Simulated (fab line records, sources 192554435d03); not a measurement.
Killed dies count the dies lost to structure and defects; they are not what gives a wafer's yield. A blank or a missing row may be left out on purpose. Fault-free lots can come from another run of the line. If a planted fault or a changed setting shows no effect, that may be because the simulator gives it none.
Chamber matching / flow n5-finfet / rie-diel-06 running N5_BEOL_M5_ETCH_72: 4 sister chambers
The step etches underlayer in N2/H2, target depth 6.5 nm, time 5.2 s. 7 wafers are shown with their chamber, then 9 later ones without.

== WAFERS, EACH WITH ITS CHAMBER ==
wafer=L075.6; chamber=1; showerhead-plenum-p-Torr (Torr)=2.53; drypump-motor-current-A (A)=6.5
wafer=L081.6; chamber=3; showerhead-plenum-p-Torr (Torr)=2.62; drypump-motor-current-A (A)=5.6
wafer=L085.4; chamber=2; showerhead-plenum-p-Torr (Torr)=2.63; drypump-motor-current-A (A)=5.6
wafer=L085.5; chamber=0; showerhead-plenum-p-Torr (Torr)=2.45; drypump-motor-current-A (A)=5.2
wafer=L087.1; chamber=2; showerhead-plenum-p-Torr (Torr)=2.62; drypump-motor-current-A (A)=5.6
wafer=L087.5; chamber=0; showerhead-plenum-p-Torr (Torr)=2.45; drypump-motor-current-A (A)=5.2
wafer=L087.6; chamber=3; showerhead-plenum-p-Torr (Torr)=2.62; drypump-motor-current-A (A)=5.7

== WAFERS MISSING THEIR CHAMBER ==
wafer=L092.4; showerhead-plenum-p-Torr (Torr)=2.52; drypump-motor-current-A (A)=6.6
wafer=L092.5; showerhead-plenum-p-Torr (Torr)=2.62; drypump-motor-current-A (A)=5.6
wafer=L092.6; showerhead-plenum-p-Torr (Torr)=2.52; drypump-motor-current-A (A)=6.6
wafer=L095.1; showerhead-plenum-p-Torr (Torr)=2.61; drypump-motor-current-A (A)=5.6
wafer=L095.3; showerhead-plenum-p-Torr (Torr)=2.52; drypump-motor-current-A (A)=6.6
wafer=L095.5; showerhead-plenum-p-Torr (Torr)=2.52; drypump-motor-current-A (A)=6.5
wafer=L097.1; showerhead-plenum-p-Torr (Torr)=2.62; drypump-motor-current-A (A)=5.7
wafer=L097.3; showerhead-plenum-p-Torr (Torr)=2.61; drypump-motor-current-A (A)=5.7
wafer=L097.5; showerhead-plenum-p-Torr (Torr)=2.61; drypump-motor-current-A (A)=5.6

== WHICH CHAMBER EACH ONE RAN IN ==
wafer=L092.4; from the rows above=1; in truth=1
wafer=L092.5; from the rows above=can't be placed: 2 or 3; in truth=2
wafer=L092.6; from the rows above=1; in truth=1
wafer=L095.1; from the rows above=can't be placed: 3 or 2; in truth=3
wafer=L095.3; from the rows above=1; in truth=1
wafer=L095.5; from the rows above=1; in truth=1
wafer=L097.1; from the rows above=can't be placed: 3 or 2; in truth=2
wafer=L097.3; from the rows above=can't be placed: 3 or 2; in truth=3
wafer=L097.5; from the rows above=can't be placed: 3 or 2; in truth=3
Correctly placed: 4 of 9. Cannot be placed on the basis of these rows: 5; the candidates contain the true chamber in 5. Placed wrongly: 0.
How it was worked out, from the rows above alone: a wafer's distance from a chamber is the root of the sum, over the readings, of the square of ((its reading less the chamber's mean) divided by the reading's scatter). The wafer belongs to the nearest chamber; if the next one is less than 2 further off, it can't be placed. A chamber's mean is the mean of its shown wafers. The scatter: the root of (the sum of the squares of (reading less its chamber's mean) over the shown wafers, divided by (wafers less chambers)).
